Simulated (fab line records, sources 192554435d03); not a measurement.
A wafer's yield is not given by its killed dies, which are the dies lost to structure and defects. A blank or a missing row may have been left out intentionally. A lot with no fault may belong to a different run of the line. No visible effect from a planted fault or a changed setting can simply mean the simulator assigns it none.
Lot-split experiment + flow n5 finfet + 21 wafers read across 7 lots, on a route 1938 steps long

== ON THE SPLIT ==
At N5_PASSIVATION_PASS_ETCH_47 (etches SiNx in CF4/O2, target depth 770 nm, time 385 s), the setting time s was moved away from the recipe's 385 s on 5 of the 21 wafers read, by -16.1% to +20.8%. All remaining wafers had this setting at the recipe value.

The reading is taken at the split's own step.

== THE READING ==
etch.depth nm (the simulator's own value, which no gauge read), in nm, at N5_PASSIVATION_PASS_ETCH_47 (etches SiNx in CF4/O2, target depth 770 nm, time 385 s). There is no usual value for it anywhere in the file. Average 768.3 nm, standard deviation 22 nm, over the 16 wafers here run with the recipe.

| wafer  | tool, chamber at the split | time s as run, s | against the recipe | etch.depth nm, nm | against lot-mates on the recipe |
|--------|----------------------------|------------------|--------------------|-------------------|---------------------------------|
| L074.2 | rie diel-01, 3             | 385              | recipe             | 743.1             | -                               |
| L074.3 | rie diel-01, 1             | 385              | recipe             | 755.5             | -                               |
| L074.5 | rie diel-01, 3             | 425.1            | +10.4%             | 822.5             | +73.2                           |
| L083.2 | rie diel-05, 1             | 385              | recipe             | 785.6             | -                               |
| L083.4 | rie diel-05, 2             | 385              | recipe             | 731.5             | -                               |
| L083.6 | rie diel-05, 3             | 465.2            | +20.8%             | 937.2             | +178.7                          |
| L082.2 | rie diel-06, 3             | 323              | -16.1%             | 628.3             | -151.5                          |
| L082.4 | rie diel-06, 2             | 385              | recipe             | 807.4             | -                               |
| L082.6 | rie diel-06, 1             | 385              | recipe             | 752.3             | -                               |
| L087.2 | rie diel-05, 3             | 449.4            | +16.7%             | 896.7             | +131.2                          |
| L087.5 | rie diel-05, 3             | 385              | recipe             | 764.1             | -                               |
| L087.6 | rie diel-05, 0             | 385              | recipe             | 766.9             | -                               |
| L089.3 | rie diel-05, 1             | 385              | recipe             | 788.1             | -                               |
| L089.4 | rie diel-05, 3             | 385              | recipe             | 761.8             | -                               |
| L089.5 | rie diel-05, 0             | 385              | recipe             | 772.4             | -                               |
| L091.2 | rie diel-06, 3             | 385              | recipe             | 757.2             | -                               |
| L091.3 | rie diel-06, 2             | 347.1            | -9.8%              | 749.1             | -17.9                           |
| L091.4 | rie diel-06, 1             | 385              | recipe             | 776.8             | -                               |
| L095.1 | rie diel-06, 1             | 385              | recipe             | 776.7             | -                               |
| L095.5 | rie diel-06, 0             | 385              | recipe             | 813.7             | -                               |
| L095.6 | rie diel-06, 3             | 385              | recipe             | 739.1             | -                               |

THE FIT
A straight line over all 21 wafers: etch.depth nm changes by +7.33 nm for each +1% of time s; r = +0.92; the points scatter about the line by 25 nm.
The same after taking each lot's own level away (the mean of its wafers on the recipe; 21 wafers): +7.85 nm for each +1%; r = +0.93; scatter 24 nm.
Per that fit: largest time s move, reading shift of 1.6e+02 nm.
Measured against the standard deviation above, the lots' own levels, which go from 749.30 to 779.85 nm, span 1.4 times it.
Consequently the slope shifts little with the lot-to-lot level, the two slopes agreeing.
Check: with one of the wafers moved furthest among these (+20.8%) left out of the fit, the line predicts +157 nm for it against its lot-mates. It came out at +179 nm against them.

== FURTHER SPLITS ON THESE WAFERS ==
Other splits were also applied to these wafers ahead of the reading. Each is held against what the fit with the lots' levels taken away leaves over:
| other split on the same wafers | wafers away from the commonest value | r with etch.depth nm (lot level and that fit taken away) |
|--------------------------------|--------------------------------------|----------------------------------------------------------|
| N5_BEOL_M15_EXPOSE_07 dose mj  | 7                                    | -0.18                                                    |
| N5_PASSIVATION_ETCH_15 bias w  | 6                                    | -0.06                                                    |

== THE FILE'S OWN FIT ==
etch.depth nm changes by +7.89 nm for each +1% of time s, r = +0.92.
